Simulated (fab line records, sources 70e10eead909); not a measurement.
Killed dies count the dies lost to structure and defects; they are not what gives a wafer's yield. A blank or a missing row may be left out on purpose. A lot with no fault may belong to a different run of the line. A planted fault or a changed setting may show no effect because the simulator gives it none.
What tool caused it? ; flow nand harc ; Sampling: 10 lots, 30 wafers, 5 of 1159 route steps

## WHAT THE GAUGES READ, wafer by wafer
NHARC_END_SORT_01.
lot;measured;on;defect limited yield (%)
L454;day 22 02:26;prober-02;93.1 90.0 93.8
L455;day 21 22:43;prober-01;95.6 95.6 90.7

## TOOL THAT RAN EACH LOT (tool first, then ch and the chambers of the sampled wafers, then the start)
lot;NHARC_P_BONDPAD_ETCH_37;NHARC_A_BONDPAD_ETCH_12;NHARC_THIN_TSV_ETCH_44;NHARC_THIN_TSV_STRIP_62
L447;rie diel-01 ch 0,3, day 7 04:11;rie diel-02 ch 0,1,3, day 19 00:57 or earlier;rie diel-10 ch 0,1,3, day 19 00:57;plasma asher-02 ch 1, day 19 03:23
L446;rie diel-09 ch 0,1,3, day 7 04:28;rie diel-02 ch 0,1,3, day 19 04:50 or earlier;rie diel-10 ch 0,1,2, day 19 04:50;plasma asher-01 ch 1, day 19 07:17
L448;rie diel-09 ch 1,2,3, day 7 10:09;rie diel-02 ch 1,2,3, day 19 12:10 or earlier;rie diel-03 ch 1,2, day 19 12:10;plasma asher-02 ch 0,1, day 19 14:28
L449;rie diel-09 ch 1,2, day 7 11:07;rie diel-02 ch 1,2,3, day 19 06:08 or earlier;rie diel-06 ch 0,3, day 19 06:08;plasma asher-02 ch 0,1, day 19 08:36
L450;rie diel-09 ch 1,2, day 7 11:54;rie diel-02 ch 1,2, day 19 22:32 or earlier;rie diel-06 ch 0,3, day 19 22:32;plasma asher-02 ch 0,1, day 20 00:55
L452;rie diel-09 ch 0,2, day 8 12:31;rie diel-05 ch 1,2,3, day 20 17:05 or earlier;rie diel-10 ch 1,3, day 20 17:05;plasma asher-02 ch 0,1, day 20 19:34
L453;rie diel-09 ch 2,3, day 8 13:45;rie diel-07 ch 0,3, day 21 04:01 or earlier;rie diel-06 ch 0,2,3, day 21 04:01;plasma asher-01 ch 0,1, day 21 06:25
L454;rie diel-09 ch 0,1,3, day 8 20:14;rie diel-02 ch 0,2, day 21 07:19 or earlier;rie diel-06 ch 2,3, day 21 07:19;plasma asher-02 ch 0,1, day 21 09:40
L455;rie diel-09 ch 1,2,3, day 8 20:35;rie diel-02 ch 0,1,3, day 21 08:10 or earlier;rie diel-06 ch 0,1,3, day 21 08:10;plasma asher-02 ch 0,1, day 21 10:36
L466;rie diel-01 ch 1,3, day 11 18:33;rie diel-05 ch 0,1,3, day 24 08:16 or earlier;rie diel-10 ch 1,3, day 24 08:16;plasma asher-02 ch 0,1, day 24 10:48
- NHARC_P_BONDPAD_ETCH_37: etches the open film in N2/H2, target depth 60 nm, overetch 18 nm, time 65.91 s.
- NHARC_A_BONDPAD_ETCH_12: etches the open film in CHF3/O2, target depth 220 nm, time 110 s.
- NHARC_THIN_TSV_ETCH_44: etches the open film in CF4/O2, target depth 1594.2 nm, time 797.1 s.
- NHARC_THIN_TSV_STRIP_62: strips in N2/H2, time 20 s.

## THE ANSWER, worked out from the rows above alone
Rule: what is usual is taken from the lots themselves. The widest of any qualifying gaps counts: lots, ordered by their means at a reading, are off when they make up no more than a third of the lots, leave a main group of 4 or more, and stand apart from it by 3 or more times the standard deviation of that group's means. A main group is skipped when, at the precision printed for the reading in the tables above, its means are all equal. A lot without any number at a reading at which 4 lots or more have one is off too. All remaining lots with rows at the step are treated as sound.
None of the lots is off at any reading shown; this tells nothing.

## WHAT THE SIMULATOR HAD PUT IN
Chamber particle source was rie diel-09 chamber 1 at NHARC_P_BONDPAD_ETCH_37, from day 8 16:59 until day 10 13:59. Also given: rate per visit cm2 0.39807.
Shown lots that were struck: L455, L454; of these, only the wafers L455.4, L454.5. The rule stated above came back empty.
